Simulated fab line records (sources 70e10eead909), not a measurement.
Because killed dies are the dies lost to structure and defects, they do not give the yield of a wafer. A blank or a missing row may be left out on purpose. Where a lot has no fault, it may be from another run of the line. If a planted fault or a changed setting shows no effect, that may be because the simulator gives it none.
Matching of chambers | flow nand_harc | 4 sister chambers for NHARC_P_BONDPAD_CMP_19 on cmp-03
The step polishes, t overpolish 30 s, cu recess touch 16 s, target thk 160.81 nm. 18 wafers are shown with their chamber, then 9 later ones without.

WAFERS, EACH WITH ITS CHAMBER
wafer  | chamber | motor_current_A (A) | overpolish_run_s (s)
L075.2 | 3       | 11.5                | 29.993
L075.5 | 3       | 10.7                | 29.996
L075.6 | 2       | 12.8                | 29.997
L076.1 | 1       | 10.1                | 30.000
L076.2 | 2       | 12.4                | 30.002
L076.5 | 0       | 8.4                 | 30.009
L079.2 | 2       | 13.0                | 30.013
L079.4 | 3       | 10.7                | 30.017
L079.5 | 3       | 12.0                | 29.994
L080.4 | 3       | 11.8                | 29.998
L080.5 | 2       | 11.9                | 30.012
L080.6 | 1       | 11.0                | 29.993
L084.2 | 2       | 12.4                | 30.014
L084.3 | 3       | 11.6                | 30.010
L084.6 | 2       | 12.5                | 30.014
L086.1 | 3       | 11.3                | 29.986
L086.2 | 2       | 12.9                | 29.998
L086.5 | 1       | 10.4                | 29.995

SIGNATURES, as means of the wafers listed above
reading          | chamber 0 | chamber 1 | chamber 2 | chamber 3 | scatter within a chamber
motor_current_A  | 8.400     | 10.500    | 12.557    | 11.371    | 0.45
overpolish_run_s | 30.00900  | 29.99600  | 30.00714  | 29.99914  | 0.00877
Rule: for a wafer and a chamber, the distance is found by dividing, reading by reading, the gap between the wafer's reading and the chamber's mean by the reading's scatter, squaring, summing and taking the root. The wafer belongs to the nearest chamber; if the next one is less than 2 further off, it can't be placed. The scatter: take each reading less its chamber's mean, square it, sum over the shown wafers, divide by the number of wafers less the number of chambers, and take the root.

WAFERS WITHOUT THEIR CHAMBER
wafer  | motor_current_A (A) | overpolish_run_s (s)
L087.1 | 11.6                | 30.000
L087.5 | 8.3                 | 30.004
L087.6 | 10.4                | 30.009
L089.2 | 11.2                | 29.989
L089.4 | 8.0                 | 29.998
L089.6 | 11.9                | 30.000
L095.3 | 11.2                | 30.006
L095.4 | 12.0                | 29.998
L095.6 | 11.8                | 30.003

EACH ONE'S CHAMBER
wafer  | from the rows above          | in truth
L087.1 | can't be placed: 3 or 2 or 1 | 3
L087.5 | 0                            | 0
L087.6 | can't be placed: 1 or 3      | 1
L089.2 | can't be placed: 3 or 1      | 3
L089.4 | 0                            | 0
L089.6 | can't be placed: 3 or 2 or 1 | 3
L095.3 | can't be placed: 3 or 1      | 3
L095.4 | can't be placed: 3 or 2 or 1 | 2
L095.6 | can't be placed: 3 or 2 or 1 | 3
Correct placement for 2 of the 9. Can't be placed from these rows: 7 (the true chamber is among the candidates in 7). Number placed wrongly: 0.
